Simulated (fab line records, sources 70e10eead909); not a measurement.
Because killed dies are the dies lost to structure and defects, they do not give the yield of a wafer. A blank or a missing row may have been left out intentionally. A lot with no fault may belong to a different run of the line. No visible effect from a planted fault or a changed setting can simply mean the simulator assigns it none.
Problem report in the 8D (eight disciplines) form, filled by code :: flow nand harc :: the parts of the form that need people (team, actions taken, sign-off) are left out

1. THE ISSUE
A mean of 94.0 is read at NHARC_END_SORT_01 for killed at other, taken on 1 wafer of 1 lot, against 1.0 (standard deviation 1.5) on wafers free of any fault. That puts it +62 standard deviations away from the usual mean.
First seen on wafer L615.6, day 31 12:55, on prober-02. Wafers with a number at this step in the record: 5, from 2 lots. Rule for "out" (also "out of limits"): further than 4 standard deviations from the usual mean. The other wafers with a number count as sound.

2. WHAT IT IS AND WHAT IT IS NOT
question: which readings at this step
is: killed at other, defect limited yield, killed dies
is not: killed at array, killed at periphery, killed open, killed short

question: which lots
is: L615
is not: L604

question: which wafers of those lots
is: L615.6
is not: L615.2, L615.3

question: read on which gauges
is: prober-02
is not: prober-01

question: when
is: from day 31 12:55
is not: up to then (4 sound wafers)

3. THE SUSPECTS, EACH WITH WHAT RULES IT OUT
Counting: if a tool at a process step up to the reading ran every lot that is out, it stays a suspect. Sound lots after the first of them don't rule it out here, since some wafers of a struck lot are sound.
- the gauge at NHARC_END_SORT_01: kept. All the wafers that are out were read on prober-02, and no step on other tools shows them out.
- rie diel-11 at NHARC_HYBRID_BOND_ACTIVATE_00 (chemistry N2, time 60 s): kept. It ran the lot that is out, L615 (day 30 03:51).
- pecvd-02 at NHARC_THIN_TSV_DEP_43 (deposits SiO2, target thk 1328.5 nm): kept. It ran the lot that is out, L615 (day 30 16:55); its last sound lot up to then is L604 (day 26 13:29).
- rie metal-02 at NHARC_THIN_TSV_ETCH_59 (etches the open film in Cl2/BCl3, target depth 880 nm, time 138.1 s): kept. It ran the lot that is out, L615 (day 30 23:59).
- In rie diel-11 at NHARC_HYBRID_BOND_ACTIVATE_00, the wafers that are out were processed in chamber 1 and their sound lot-mates in chambers 0, 2.
- In pecvd-02 at NHARC_THIN_TSV_DEP_43, the wafers that are out were processed in chamber 0 and their sound lot-mates in chambers 1, 2.
Left after counting: rie diel-11 at NHARC_HYBRID_BOND_ACTIVATE_00, pecvd-02 at NHARC_THIN_TSV_DEP_43, rie metal-02 at NHARC_THIN_TSV_ETCH_59, prober-02 at NHARC_END_SORT_01.

4. THE CAUSE (what the simulator had put in)
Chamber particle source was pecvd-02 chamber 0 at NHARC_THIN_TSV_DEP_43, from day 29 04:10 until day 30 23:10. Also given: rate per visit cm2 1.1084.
Of the 4 suspects that counting leaves, this tool is one.

5. THE CHAIN OF EFFECTS, in route order
Each row: a reading where the mean over the struck wafers with a number is more than 3 standard deviations away from the usual. Readings are gone through only where the record gives a usual standard deviation; hours: the median, over the lots, of the time from a lot's start at the first step in this table giving one to that lot's start at this step; sigmas: the change measured in usual standard deviations.
hours: 0
step: NHARC_END_SORT_01
reading: defect limited yield
usual: 90.6 %
on struck wafers: 76.4
change: -14.2
sigmas: -5.5

hours: 0
step: NHARC_END_SORT_01
reading: killed at other
usual: 1.0
on struck wafers: 94.0
change: +93.0
sigmas: +62

hours: 0
step: NHARC_END_SORT_01
reading: killed dies
usual: 64
on struck wafers: 160
change: +96
sigmas: +5.3

6. HOW IT WOULD HAVE BEEN CAUGHT EARLIER
In this record the first reading out of limits at a measuring or inspecting step was taken at day 31 12:55, 57 hours after the fault began at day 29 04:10.
Of the tool readings at NHARC_THIN_TSV_DEP_43 for which the record gives a usual standard deviation, none was out on any struck wafer, so an alarm limit of 4 standard deviations on them would not have fired.
Lots out: 1; all had begun NHARC_THIN_TSV_DEP_43 on pecvd-02 by day 31 12:55. Holding the tool at that point would not have protected any of them.
